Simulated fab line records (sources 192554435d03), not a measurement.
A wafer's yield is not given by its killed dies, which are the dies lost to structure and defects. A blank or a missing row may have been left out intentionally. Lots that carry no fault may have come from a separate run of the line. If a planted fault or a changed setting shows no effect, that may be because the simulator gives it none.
Chamber matching | flow n5Finfet | N5_BEOL_M4_ALD_84 on aldMetal-04: 4 sister chambers
The step deposits TaN, pulse time 2 s, purge time 3 s, co reactant purge time 2 s. 8 wafers are shown with their chamber, then 7 later ones without.

== WAFERS WITH THEIR CHAMBER ==
wafer  | chamber | heaterPowerW (W) | heaterPowerOuterW (W)
L079.1 | 2       | 365              | 206
L081.2 | 1       | 428              | 250
L081.4 | 0       | 405              | 214
L084.1 | 3       | 400              | 217
L084.5 | 3       | 394              | 221
L084.6 | 2       | 368              | 206
L091.1 | 1       | 425              | 244
L091.3 | 0       | 409              | 214

== WAFERS WHOSE CHAMBER IS MISSING ==
wafer  | heaterPowerW (W) | heaterPowerOuterW (W)
L091.5 | 405              | 216
L093.1 | 401              | 219
L093.3 | 404              | 217
L093.4 | 373              | 208
L096.1 | 401              | 216
L096.2 | 375              | 213
L096.5 | 369              | 206

== EACH ONE'S CHAMBER ==
wafer  | from the rows above     | in truth
L091.5 | can't be placed: 0 or 3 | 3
L093.1 | can't be placed: 3 or 0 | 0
L093.3 | can't be placed: 0 or 3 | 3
L093.4 | 2                       | 2
L096.1 | can't be placed: 3 or 0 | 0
L096.2 | 2                       | 2
L096.5 | 2                       | 2
3 of 7 placed correctly. From these rows, 4 cannot be placed; in 4 the true chamber is one of the candidates. 0 placed wrongly.
How it was worked out, from the rows above alone: a wafer's distance from a chamber is the root of the sum, over the readings, of the square of ((its reading less the chamber's mean) divided by the reading's scatter). If the next closest chamber is less than 2 further off than the closest, the wafer can't be placed; otherwise it belongs to the closest. Each chamber's mean is taken over the wafers shown for it. How the scatter is found: for the shown wafers, subtract from each reading the mean of its chamber, square and add these, divide the total by (wafers less chambers), then take the root.
